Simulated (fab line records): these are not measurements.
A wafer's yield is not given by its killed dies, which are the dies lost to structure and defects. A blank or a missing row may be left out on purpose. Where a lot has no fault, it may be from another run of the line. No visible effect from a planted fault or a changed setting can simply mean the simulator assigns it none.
fab line records	flow nand_harc
record: lots: 13	wafers: 39	last_day: 34
route steps=1302 shown A_CHANNEL_FILL_D1@508 A_DECK1_JOINT@518 A_ONON_D2@553 END@1302
lots with no fault: from the same line, run without faults
start_h: start of the lot's first displayed wafer, in hours after the record's first day	wait_h: time in hours since the lot's previous step	" as in the row above	L1.1+2: a single row standing in for several wafers	- value missing, or start not given	* or withheld: withheld	< > ~ a bound
route shown NAME@n: names a module that has steps shown in the file, with the first one's number in the route	usual: average and standard deviation across the fault-free wafers	same: alike in all rows	chamber/n: place in a boat	sites: readings site by site	_std_site: their standard deviation	_edge_site: mean of outer sites minus mean of inner sites	radius_mm: how far each site lies from the wafer's centre	mask NAME#n: copy n	behind: the tool/chamber that last shaped the wafer	hold: the reason the lot was held/the length of the hold in hours/how it ended	device: transistor that didn't switch, given as n, p or np	end of line: tests run on the same wafers once the route is complete	a step without rows: its recipe alone	killed: dies lost to structure and defects at the first sort, not the wafer's yield	map: dies across one wafer; x = killed, . = not, _ = none there
set.NAME: the setting that was run; set.NAME@STEP: the one run at that earlier step	model.NAME: the simulator's own value behind a step, which no gauge read
one table for each step of the route and one row for each wafer, over a sample of lots
services: when a tool's chamber went out of use (start_h, in hours from the record's first day, below 0 if earlier), for how many hours, and the reason
== steps ==
step: NHARC_A_CHANNEL_FILL_D1_ETCHBACK_08
recipe: target_depth_a: 2200	time_s: 110	c4f8_flow_sccm: 20	ar_flow_sccm: withheld	rf_w: 600	bias_w: 300	chemistry: C4F8
usual: chamber_pressure_mTorr: 24.996/0.022	oes_product_au: 0.96/0.039	rf_vpp_V: 441.4/2.9
same: time_s: 110
lot.wafer	tool	chamber	start_h	wait_h	chamber_pressure_mTorr	oes_product_au	rf_hours_counter_h	rf_vpp_V
L504.1	rie_diel-13	2	-	-	25.015	0.98	2.8	436.9
L504.4	"	0	"	"	24.994	1.01	2.5	443.0
L504.3	"	1	"	"	24.936	1.00	2.6	442.4
L503.3	rie_diel-09	1	-	-	25.002	0.93	6.3	442.0
L503.1	"	2	"	"	24.981	0.92	6.0	440.6
L503.5	"	0	"	"	24.994	0.92	-	436.6
L505.4	rie_diel-13	1	-	-	25.012	1.00	3.4	443.7
L505.1	"	2	"	"	25.011	0.98	3.7	436.8
L505.6	"	1	"	"	25.018	0.99	-	443.4
L507.4	rie_diel-09	3	-	-	24.998	0.92	9.6	438.5
L507.3	"	1	"	"	24.964	0.94	9.0	441.3
L507.6	"	2	"	"	25.001	0.92	-	439.8
L506.3	rie_diel-13	0	-	-	25.027	0.93	4.2	445.0
L506.5	"	2	"	"	24.976	0.90	-	436.3
L506.6	"	3	"	"	24.989	0.94	-	443.0
L515.2	rie_diel-09	1	-	-	24.994	0.94	1.3	441.7
L515.6	"	2	"	"	24.997	0.92	-	440.2
L515.5	"	1	"	"	24.961	0.95	-	440.9
L518.3	rie_diel-09	3	-	-	24.999	0.92	2.1	440.4
L518.4	"	0	"	"	25.011	0.93	3.2	437.3
L518.5	"	2	"	"	25.039	0.91	-	442.6
L521.3	rie_diel-13	1	-	-	25.023	1.00	3.3	444.1
L521.4	"	3	"	"	24.986	0.99	3.0	442.1
L521.5	"	2	"	"	25.031	0.98	-	437.3
L522.3	rie_diel-11	1	-	-	24.997	0.94	7.0	440.6
L522.2	"	2	"	"	24.982	0.95	7.1	444.8
L522.4	"	3	"	"	24.979	0.92	6.0	443.3
L523.5	rie_diel-13	0	-	-	24.986	1.00	-	445.4
L523.4	"	1	"	"	24.974	1.01	-	442.8
L523.6	"	2	"	"	24.982	0.99	-	437.0
L525.1	rie_diel-09	3	-	-	25.003	0.92	8.5	438.6
L525.4	"	1	"	"	24.983	0.91	8.8	442.8
L525.5	"	3	"	"	25.015	0.92	-	437.7
L524.2	rie_diel-11	2	-	-	24.972	1.03	0.0	445.2
L524.4	"	0	"	"	24.969	1.00	0.2	439.4
L524.5	"	2	"	"	25.013	1.03	-	444.8
L526.3	rie_diel-13	0	-	-	25.033	0.92	5.2	444.0
L526.1	"	2	"	"	25.006	0.91	6.3	436.5
L526.5	"	0	"	"	24.986	0.92	-	443.9
step: NHARC_A_DECK1_JOINT_ETCHBACK_07
recipe: target_depth_a: 1050	time_s: 26.9	hbr_flow_sccm: 150	rf_w: 350	icp_w: 350	bias_w: 60	chemistry: HBr
usual: chamber_pressure_mTorr: 15.000/0.014	drypump_motor_current_A: 5.7/0.44	oes_product_au: 1.002/0.011	throttle_valve_pct: 23.266/0.0088
same: time_s: 26.9
lot.wafer	tool	chamber	start_h	wait_h	chamber_pressure_mTorr	drypump_motor_current_A	oes_product_au	rf_hours_counter_h	throttle_valve_pct
L503.3	rie_si-05	1	243.10	0.1	14.985	5.1	0.993	0.5	23.267
L503.1	"	3	"	"	15.005	6.6	1.000	0.8	23.258
L503.5	"	1	"	"	14.985	5.1	0.995	-	23.262
L504.4	rie_si-06	2	243.11	0.1	14.994	5.3	0.989	1.0	23.267
L504.3	"	0	"	"	15.009	5.7	1.010	1.1	23.271
L504.1	"	1	"	"	14.976	5.5	1.014	1.1	23.266
L505.1	rie_si-05	0	260.61	0.1	14.983	5.9	1.001	1.0	23.253
L505.4	"	1	"	"	15.008	5.1	0.997	0.6	23.284
L505.6	"	3	"	"	15.027	6.6	0.988	-	23.279
L507.3	rie_si-05	3	277.32	0.1	14.997	6.5	1.000	1.0	23.278
L507.4	"	1	"	"	14.990	5.1	1.000	0.7	23.268
L507.6	"	3	"	"	14.993	6.5	1.010	-	23.277
L506.3	rie_si-04	0	277.49	0.1	15.022	5.9	1.006	0.9	23.266
L506.6	"	1	"	"	15.006	5.4	1.014	-	23.286
L506.5	"	2	"	"	14.978	5.9	1.012	-	23.258
L515.2	rie_si-06	3	364.39	0.1	14.992	5.4	1.014	0.5	23.266
L515.5	"	0	"	"	14.984	5.7	1.009	-	23.275
L515.6	"	3	"	"	15.009	5.4	1.024	-	23.265
L518.3	rie_si-06	3	387.15	0.1	14.980	5.4	1.000	0.6	23.272
L518.4	"	2	"	"	14.998	5.2	1.009	0.8	23.274
L518.5	"	3	"	"	15.008	5.4	1.008	-	23.270
L521.4	rie_si-05	2	415.01	0.1	14.996	5.9	1.015	0.7	23.267
L521.3	"	3	"	"	15.002	6.5	0.977	0.7	23.251
L521.5	"	2	"	"	15.015	5.9	1.013	-	23.265
L522.2	rie_si-05	1	422.49	0.1	14.994	5.1	0.992	0.8	23.261
L522.3	"	3	"	"	15.008	6.6	0.967	0.7	23.280
L522.4	"	0	"	"	15.007	5.9	0.999	0.7	23.269
L523.4	rie_si-06	1	443.76	0.1	15.011	5.5	1.019	0.0	23.276
L523.6	"	3	"	"	14.996	5.4	1.009	-	23.264
L523.5	"	0	"	"	15.003	5.7	1.001	-	23.258
L525.4	rie_si-05	2	456.06	0.1	15.008	5.9	1.018	1.1	23.268
L525.1	"	0	"	"	14.998	5.9	0.996	0.9	23.263
L525.5	"	3	"	"	15.010	6.6	0.978	-	23.274
L524.2	rie_si-06	1	456.07	0.1	15.010	5.6	0.994	0.1	23.267
L524.4	"	3	"	"	15.013	5.4	1.006	0.1	23.257
L524.5	"	1	"	"	15.033	5.6	1.004	-	23.254
L526.3	rie_si-04	2	469.18	0.1	15.010	5.8	1.014	0.8	23.261
L526.1	"	3	"	"	15.004	5.0	1.012	0.9	23.259
L526.5	"	2	"	"	15.007	5.9	1.023	-	23.271
step: NHARC_A_ONON_D2_DEP_12
recipe: target_thk_a: 10000	n2_flow_sccm: 2750	n2o_flow_sccm: 2000	nh3_flow_sccm: 500	sih4_flow_sccm: 210	temp_c: 400
usual: n2o_flow_sccm: 2001/6.5
lot.wafer	tool	chamber	start_h	wait_h	n2o_flow_sccm
L504.1	pecvd_onon-04	0	281.78	0.1	2004
L504.3	"	0	"	"	1998
L504.4	"	0	"	"	2004
L503.1	pecvd_onon-02	0	281.86	0.1	1991
L503.3	"	0	"	"	1991
L503.5	"	0	"	"	2002
L505.1	pecvd_onon-01	0	299.72	0.1	1994
L505.4	"	0	"	"	1987
L505.6	"	0	"	"	1991
L507.3	pecvd_onon-01	0	312.49	0.3	2009
L507.4	"	0	"	"	2008
L507.6	"	0	"	"	1999
L506.3	pecvd_onon-01	0	312.84	0.3	1998
L506.5	"	0	"	"	2001
L506.6	"	0	"	"	1991
L515.2	pecvd_onon-01	0	404.35	0.1	2011
L515.5	"	0	"	"	2004
L515.6	"	0	"	"	2001
L518.3	pecvd_onon-01	0	426.36	0.2	2000
L518.4	"	0	"	"	1998
L518.5	"	0	"	"	2002
L521.3	pecvd_onon-02	0	452.71	0.2	1996
L521.4	"	0	"	"	2005
L521.5	"	0	"	"	2005
L522.2	pecvd_onon-02	0	459.08	0.1	2001
L522.3	"	0	"	"	2010
L522.4	"	0	"	"	2008
L523.4	pecvd_onon-04	0	478.67	0.2	1996
L523.5	"	0	"	"	1997
L523.6	"	0	"	"	1995
L525.1	pecvd_onon-02	0	492.27	0.1	1995
L525.4	"	0	"	"	1984
L525.5	"	0	"	"	1990
L524.2	pecvd_onon-01	0	492.50	0.1	2008
L524.4	"	0	"	"	2008
L524.5	"	0	"	"	2001
L526.1	pecvd_onon-02	0	515.60	0.1	1997
L526.3	"	0	"	"	2005
L526.5	"	0	"	"	2007
step: NHARC_A_ONON_D2_THK_MEAS_14
recipe: thk_meas_gauge: ellipsometry
usual: thk_nm: 1001/11
lot.wafer	tool	chamber	start_h	wait_h	thk_nm
L504.1	film_metro-01	-	282.30	-	990
L504.3	"	-	"	"	991
L504.4	"	-	"	"	989
L503.1	film_metro-02	-	282.37	-	1003
L503.3	"	-	"	"	1004
L503.5	"	-	"	"	1001
L505.1	film_metro-01	-	300.23	-	1012
L505.4	"	-	"	"	1013
L505.6	"	-	"	"	1012
L507.3	film_metro-02	-	312.88	-	1005
L507.4	"	-	"	"	1005
L507.6	"	-	"	"	1007
L506.3	film_metro-01	-	313.24	-	985
L506.5	"	-	"	"	985
L506.6	"	-	"	"	984
L515.2	film_metro-02	-	404.81	-	1888
L515.5	"	-	"	"	1886
L515.6	"	-	"	"	1887
L518.3	film_metro-02	-	426.76	-	1868
L518.4	"	-	"	"	1870
L518.5	"	-	"	"	1869
L521.3	film_metro-01	-	453.11	-	1009
L521.4	"	-	"	"	1011
L521.5	"	-	"	"	1009
L522.2	film_metro-01	-	459.53	-	989
L522.3	"	-	"	"	989
L522.4	"	-	"	"	987
L523.4	film_metro-02	-	479.03	-	1025
L523.5	"	-	"	"	1022
L523.6	"	-	"	"	1025
L525.1	film_metro-01	-	492.77	-	1013
L525.4	"	-	"	"	1015
L525.5	"	-	"	"	1014
L524.2	film_metro-01	-	492.95	-	989
L524.4	"	-	"	"	989
L524.5	"	-	"	"	991
L526.1	film_metro-01	-	516.11	-	1003
L526.3	"	-	"	"	1001
L526.5	"	-	"	"	1000
step: NHARC_END_SORT_01
recipe: temp_c: 25
usual: killed_at_array: 56/19	killed_at_other: 1.0/1.3	killed_at_periphery: 3.8/2.2	killed_dies: 61/19	killed_open: 3.1/1.9	killed_short: 2.3/1.5
same: gross_dies: 677
lot.wafer	tool	chamber	start_h	wait_h	killed_at_array	killed_at_other	killed_at_periphery	killed_dies	killed_open	killed_short
L515.2	prober-01	0	681.76	2.8	673	1	3	677	2	3
L515.5	prober-01	0	684.19	3.7	672	1	4	677	2	2
L515.6	prober-01	0	685.00	4.0	673	0	4	677	4	2
L518.3	prober-02	0	713.28	3.1	676	0	1	677	3	3
L518.4	prober-02	0	714.09	3.4	675	0	2	677	4	3
L518.5	prober-02	0	714.90	3.7	674	1	2	677	3	2
killed by level:class
L515.2 A_ONON_D2:area_dep=649 A_CHANNEL_HOLE_D1:chamber_film_flake=7 P_CONTACT:chamber_film_flake=3 A_STAIRCASE:chamber_film_flake=3 A_SLIT:chamber_film_flake=3 A_WL_FILL:chamber_film_flake=2 A_CONTACT:chamber_film_flake=2 A_CHANNEL_FILL_D1:geometric_particle:open=1
L515.5 A_ONON_D2:area_dep=649 A_CHANNEL_HOLE_D1:chamber_film_flake=11 A_BLC:chamber_film_flake=4 P_CONTACT:chamber_film_flake=3 A_WL_FILL:chamber_film_flake=2 A_CONTACT:chamber_film_flake=2 P_CONTACT:geometric_particle:short=1 A_SOURCE_PLATE:geometric_particle:open=1
L515.6 A_ONON_D2:area_dep=658 A_CHANNEL_HOLE_D1:chamber_film_flake=6 P_STI:chamber_film_flake=2 A_STAIRCASE:chamber_film_flake=2 P_GATE:geometric_particle:open=1 P_M2:geometric_particle:open=1 A_DECK1_JOINT:geometric_particle:short=1 A_CONTACT:geometric_particle:open=1
L518.3 A_ONON_D2:area_dep=621 A_SLIT:chamber_film_flake=27 A_CHANNEL_HOLE_D1:chamber_film_flake=8 A_CONTACT:chamber_film_flake=6 A_STAIRCASE:chamber_film_flake=4 A_BONDPAD:chamber_film_flake=2 A_SOURCE_PLATE:geometric_particle:open=1 A_CHANNEL_FILL_D1:geometric_particle:open=1
L518.4 A_ONON_D2:area_dep=625 A_SLIT:chamber_film_flake=29 A_CHANNEL_HOLE_D1:chamber_film_flake=8 A_CONTACT:chamber_film_flake=5 A_BLC:geometric_particle:open=2 A_STAIRCASE:chamber_film_flake=2 P_CONTACT:geometric_particle:short=1 A_DECK1_JOINT:geometric_particle:open=1
L518.5 A_ONON_D2:area_dep=629 A_SLIT:chamber_film_flake=31 A_CONTACT:chamber_film_flake=5 A_CHANNEL_HOLE_D1:chamber_film_flake=3 A_STAIRCASE:chamber_film_flake=3 A_CHANNEL_FILL_D2:geometric_particle:short=2 P_CONTACT:geometric_particle:open=1 A_M1:geometric_particle:open=1
== services ==
tool	chamber	start_h	hours	kind
rie_si-06	0	213.32	8.2	repair
rie_diel-13	3	213.86	12.8	repair
rie_si-06	1	228.97	6.6	repair
rie_si-06	0	240.35	2.0	repair
rie_si-06	-	249.00	9.0	pm
rie_diel-09	1	262.15	1.3	repair
pecvd_onon-01	-	269.08	13.0	pm
rie_diel-13	-	274.15	1.1	repair
rie_si-05	-	305.04	9.0	pm
rie_si-06	-	309.81	3.1	repair
rie_si-06	3	319.49	15.3	repair
rie_diel-09	-	320.10	9.0	pm
rie_diel-13	-	342.00	9.0	pm
rie_diel-09	3	356.22	6.4	repair
rie_si-05	0	362.98	13.3	repair
rie_si-06	1	363.19	9.3	repair
pecvd_onon-02	-	366.09	13.0	pm
rie_si-05	2	376.03	1.9	repair
rie_diel-13	-	379.45	0.2	repair
rie_diel-09	2	397.29	46.2	repair
rie_diel-13	-	414.95	0.9	repair
rie_diel-13	3	436.24	1.7	repair
pecvd_onon-01	-	450.08	13.0	pm
rie_si-05	-	482.04	9.0	pm
== key ==
first_sign: step: NHARC_A_ONON_D2_THK_MEAS_14	reading: thk_nm	direction: up	sigmas: 82	usual: 1001	struck: 1878
effect: step: NHARC_END_SORT_01	reading: killed_at_array	direction: up	sigmas: 33	usual: 56	struck: 674
more_kills_born_at: NHARC_A_ONON_D2_DEP_12@pecvd_onon-01: 3831
met_at NHARC_A_ONON_D2_DEP_12
struck_lots L515,L518
struck_wafers L515.2,L515.5,L515.6,L518.3,L518.4,L518.5
later_rows_left_out L515.2,L515.5,L515.6,L518.3,L518.4,L518.5
tester_left_out L515,L518
not_acting_at NHARC_A_CHANNEL_FILL_D1_ETCHBACK_08,NHARC_A_DECK1_JOINT_ETCHBACK_07
onset_between 312.84 404.35
fault: kind: process_parameter_drift	tool: pecvd_onon-01	chamber: 0	onset_h: 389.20	steps: NHARC_A_ONON_D2_DEP_12	channel: target_thk_a	offset: *	shape: step	end_h: 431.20	acts_in: *	stated: *
tester_left_out: of these lots the tester's yield and bins aren't shown, on N5 and GAA mostly nor the transistor test; their killed dies are dies lost to structure and defects alone, not to doping, threshold or leakage, so they don't give the yield
later_rows_left_out: the simulator's readings of these wafers behind a module that went badly wrong aren't trusted and aren't shown, but for the sort
